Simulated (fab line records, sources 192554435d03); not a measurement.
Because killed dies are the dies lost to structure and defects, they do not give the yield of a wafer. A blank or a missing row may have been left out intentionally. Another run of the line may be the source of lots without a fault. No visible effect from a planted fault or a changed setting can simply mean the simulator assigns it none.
Code-filled problem report in 8D (eight disciplines) form	flow n5-finfet	the parts of the form that need people (team, actions taken, sign-off) are left out

## 1. PROBLEM STATEMENT
Wafers without a fault read 14, standard deviation 5.7; killed_at_M4_up at N5_PASSIVATION_PROBE_49 reads a mean of 246 on 2 wafers belonging to 2 lots. Relative to the usual mean, that is a shift of +41 standard deviations.
First observed at day 15 15:37: wafer L615.2, on prober-01. At this step, 10 wafers from 4 lots have a number in the record. Rule for "out", or "out of limits": more than 4 standard deviations from the usual mean. All remaining wafers that have a number are taken as sound.

## 2. WHAT IT IS; WHAT IT IS NOT
question	is	is not
which readings at this step	killed_at_M4_up, defect-limited-yield, killed-dies, sort_bin_5_function, sort_bin_6_memory, sort-n-pass, sort-yield-pct	killed_at_M0_to_M3, killed-at-contacts, killed-at-front-end, killed-at-other, killed-open, killed-short
which lots	L615, L619	L605, L612
which wafers of those lots	L615.2, L619.3	L615.1, L615.3, L619.4, L619.6
read on which tools	prober-01	prober-02
when	from day 15 15:37	up to then (5 sound wafers); but 3 sound wafers of L615, L619 came after

## 3. THE SUSPECTS, EACH WITH WHAT RULES IT OUT
Counting: any tool at a process step up to the reading remains a suspect provided it ran every lot that is out. Sound lots after the first of them don't rule it out here, since some wafers of a struck lot are sound.
- ecd-cu-01 at N5_BEOL_M4_ECD_50 (material Cu, target thk 300 nm): kept. It ran every lot that is out, first L615 (day 11 10:04); its last sound lot up to then is L612 (day 9 22:36).
- rie-metal-01 at N5_MIM_BOT_ETCH_ETCH_00 (etches TiN in Cl2/BCl3, target depth 45.5 nm): kept. It ran every lot that is out, first L615 (day 15 06:07).
- rie-metal-01 at N5_PASSIVATION_AL_ETCH_33 (etches Al in Cl2/BCl3, stops on TaN, target depth 2800 nm, time 466.7 s): kept. It ran every lot that is out, first L615 (day 15 09:30); its last sound lot up to then is L612 (day 14 08:32).
- prober-01 at N5_PASSIVATION_PROBE_49: kept. It ran every lot that is out, first L615 (day 15 15:34). Out on those wafers are its own readings of defect-limited-yield, killed_at_M4_up, killed-dies, sort_bin_5_function, sort_bin_6_memory, sort-n-pass, sort-yield-pct.
Left after counting: ecd-cu-01 at N5_BEOL_M4_ECD_50, rie-metal-01 at N5_MIM_BOT_ETCH_ETCH_00, rie-metal-01 at N5_PASSIVATION_AL_ETCH_33, prober-01 at N5_PASSIVATION_PROBE_49.

## 4. THE CAUSE (what the simulator had put in)
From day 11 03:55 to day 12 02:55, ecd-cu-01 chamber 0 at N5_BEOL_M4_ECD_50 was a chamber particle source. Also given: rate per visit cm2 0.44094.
Counting left 4 suspects, and this tool is among them.

## 5. SEQUENCE OF EFFECTS, ordered by route
One row per reading whose mean, taken over the struck wafers that have a number, lies over 3 standard deviations from the usual. Readings are gone through only where the record gives a usual standard deviation; hours: the median, over the lots, of the time from a lot's start at the first step in this table giving one to that lot's start at this step; sigmas: the change measured in usual standard deviations.
hours	step	reading	usual	on struck wafers	change	sigmas
0	N5_PASSIVATION_PROBE_49	defect-limited-yield	91.0 %	72.7	-18.3	-12
0	N5_PASSIVATION_PROBE_49	killed_at_M4_up	14	246	+232	+41
0	N5_PASSIVATION_PROBE_49	killed-dies	106	323	+217	+13
0	N5_PASSIVATION_PROBE_49	killed-on-rim	14	32	+18	+4.2
0	N5_PASSIVATION_PROBE_49	sort_bin_5_function	5.2 %	16.4	+11.2	+12
0	N5_PASSIVATION_PROBE_49	sort_bin_6_memory	3.4 %	9.8	+6.4	+9.3
0	N5_PASSIVATION_PROBE_49	sort-n-pass	1074	857	-217	-13
0	N5_PASSIVATION_PROBE_49	sort-yield-pct	91.0 %	72.7	-18.3	-12
Here are the process steps it includes:
- N5_PASSIVATION_PROBE_49

## 6. WHAT WOULD HAVE CAUGHT IT SOONER
In this record no reading fell out of limits until day 15 15:37, 108 hours after the fault had begun at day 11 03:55.
Each of the lots that are out, 2 in all, had begun N5_BEOL_M4_ECD_50 on ecd-cu-01 no later than day 15 15:37. Tool hold at that time: it would have spared none of them.
